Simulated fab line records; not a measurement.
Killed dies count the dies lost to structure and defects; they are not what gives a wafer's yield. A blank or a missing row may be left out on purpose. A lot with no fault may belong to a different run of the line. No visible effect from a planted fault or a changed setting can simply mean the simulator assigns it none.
Chamber matching ; flow n5Finfet ; pecvd-03 running N5_BEOL_M0_SAQP_PECVD_04: 3 sister chambers
The step deposits a-Si from SiH4/He, target thk 60 nm, time 60.2 s. 3 wafers are shown with their chamber, then 7 later ones without.

WAFERS, EACH WITH ITS CHAMBER
wafer;chamber;showerheadPlenumPTorr (Torr)
L077.1;1;5.74
L091.4;2;5.64
L091.5;0;5.75

WAFERS WITH NO CHAMBER GIVEN
wafer;showerheadPlenumPTorr (Torr)
L091.6;5.75
L092.1;5.65
L092.4;5.63
L092.6;5.74
L096.2;5.64
L096.3;5.75
L096.6;5.76

WHICH CHAMBER EACH WENT THROUGH
wafer;from the rows above;in truth
L091.6;can't be placed: 0 or 1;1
L092.1;2;2
L092.4;2;2
L092.6;can't be placed: 1 or 0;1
L096.2;2;2
L096.3;can't be placed: 0 or 1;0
L096.6;can't be placed: 0 or 1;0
Correct placement for 3 of the 7. From these rows, 4 cannot be placed; in 4 the true chamber is one of the candidates. Number placed wrongly: 0.
How it was worked out, from the rows above alone: a wafer's distance from a chamber is the root of the sum, over the readings, of the square of ((its reading less the chamber's mean) divided by the reading's scatter). The wafer belongs to the nearest chamber; if the next one is less than 2 further off, it can't be placed. A chamber's mean is the mean of its shown wafers. The scatter (one wafer shown for each chamber): square how far every hidden wafer sits from the nearest shown wafer, average those squares and take the square root.
